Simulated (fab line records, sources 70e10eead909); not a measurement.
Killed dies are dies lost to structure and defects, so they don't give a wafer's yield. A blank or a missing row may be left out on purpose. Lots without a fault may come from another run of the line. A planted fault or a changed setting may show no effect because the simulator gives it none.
A struck lot beside a sound one | flow nand_harc | 14 steps out of a route of 1159
Sound: wafers L426.2, L426.4, L426.6. Struck: wafer L440.1. (L440.3, L440.5 of the same lot were not struck and are left out.) The cause comes at the end.
At each step with rows: each side's tool, then ch and its chambers, then its first start. Under that, the readings that differ: sound wafers | struck wafers | difference of the means | sigmas: that difference in standard deviations of wafers without a fault.
alike: readings whose means differ by less than 2 such deviations, and words and numbers that are the same on both sides. not compared: withheld readings, readings that some wafer has no value for, bounds like >300 that may hide the same value, and numbers for which the record gives no deviation and whose values overlap.
The two part at a step that has a row with sigmas, a row that says differs or no value, or rows on one side only. Numbers that don't overlap but have no deviation are shown without sigmas and don't part them. A reading that every wafer of one side lacks parts them only if that side has two wafers or more.

NHARC_A_STAIRCASE_TRIM_222: chemistry O2, time 211.2 s.
  sound on rie_diel-04 ch 0,1,2; struck on rie_diel-13 ch 3
  alike: chamber_pressure_mTorr, drypump_motor_current_A, oes_product_au, rf_vpp_V, showerhead_plenum_p_Torr, throttle_valve_pct
  not compared: rf_hours_counter_h
NHARC_A_STAIRCASE_ETCH_223: etches the open film in C4F8/O2, target depth 100 nm, time 40.5 s.
  sound on rie_diel-04 ch 0,2; struck on rie_diel-13 ch 1
  reading                        | sound                | struck | difference | sigmas
  chamber_pressure_mTorr (mTorr) | 24.961 25.006 24.965 | 25.026 | +0.049     | +2
  alike: bias_w, oes_product_au, rf_vpp_V
  not compared: rf_hours_counter_h
then, 1 step without rows for these wafers: NHARC_A_STAIRCASE_TRIM_224 (chemistry O2, time 211.2 s).
NHARC_A_STAIRCASE_ETCH_225: etches the open film in C4F8/O2, target depth 100 nm, time 40.5 s.
  sound on rie_diel-04 ch 1,2,3; struck on rie_diel-13 ch 2
  alike: bias_w, chamber_pressure_mTorr, oes_product_au, rf_vpp_V
  not compared: rf_hours_counter_h
then, 1 step without rows for these wafers: NHARC_A_STAIRCASE_TRIM_226 (chemistry O2, time 211.2 s).
NHARC_A_STAIRCASE_ETCH_227: etches the open film in C4F8/O2, target depth 100 nm, time 40.5 s.
  sound on rie_diel-04 ch 0,2,3; struck on rie_diel-13 ch 2
  alike: bias_w, chamber_pressure_mTorr, oes_product_au, rf_vpp_V
  not compared: rf_hours_counter_h
NHARC_A_STAIRCASE_TRIM_229: chemistry O2, time 211.2 s.
  sound on rie_diel-04 ch 1,3, day 12 19:48; struck on rie_diel-13 ch 3, day 16 00:47
  reading                         | sound          | struck | difference | sigmas
  showerhead_plenum_p_Torr (Torr) | 3.66 3.71 3.71 | 3.43   | -0.26      | -2
  alike: chamber_pressure_mTorr, drypump_motor_current_A, oes_product_au, rf_vpp_V, throttle_valve_pct
  not compared: rf_hours_counter_h
then, 4 steps without rows for these wafers: NHARC_A_STAIRCASE_ETCH_230 (etches the open film in C4F8/O2, target depth 100 nm, time 40.5 s); NHARC_A_STAIRCASE_TRIM_231 (chemistry O2, time 211.2 s); NHARC_A_STAIRCASE_ETCH_232 (etches the open film in C4F8/O2, target depth 100 nm, time 40.5 s); NHARC_A_STAIRCASE_TRIM_233 (chemistry O2, time 211.2 s).
NHARC_A_STAIRCASE_ETCH_234: etches the open film in C4F8/O2, target depth 100 nm, time 40.5 s.
  sound on rie_diel-04 ch 1,2,3, day 12 20:28; struck on rie_diel-13 ch 0, day 16 01:35
  reading               | sound             | struck | difference | sigmas
  oes_product_au (a.u.) | 0.942 0.934 0.937 | 1.146  | +0.208     | +19
  alike: bias_w, chamber_pressure_mTorr, rf_vpp_V
  not compared: rf_hours_counter_h
then, 1 step without rows for these wafers: NHARC_A_STAIRCASE_TRIM_235 (chemistry O2, time 211.2 s).
-- the record jumps here: 8 days lie between the struck wafers' starts before and after (it left off in module A_STAIRCASE and takes up again in module END, whose first step shown is number 1159 of the route) --
NHARC_END_SORT_01:
  sound on prober-01 ch 0, day 21 01:52; struck on prober-02 ch 0, day 24 04:08
  reading         | sound    | struck                   | difference                   | sigmas
  hold            | - - -    | await_dispo/4.9h/release | no value on the sound wafers |
  killed_at_array | 16 18 17 | 675                      | +658                         | +66
  killed_dies     | 22 23 28 | 677                      | +653                         | +59
  alike: killed_at_other, killed_at_periphery, killed_open, killed_short

WHERE THEY PART
First at NHARC_A_STAIRCASE_ETCH_223; last, within this record, at NHARC_END_SORT_01.

WHY: what the simulator had put in
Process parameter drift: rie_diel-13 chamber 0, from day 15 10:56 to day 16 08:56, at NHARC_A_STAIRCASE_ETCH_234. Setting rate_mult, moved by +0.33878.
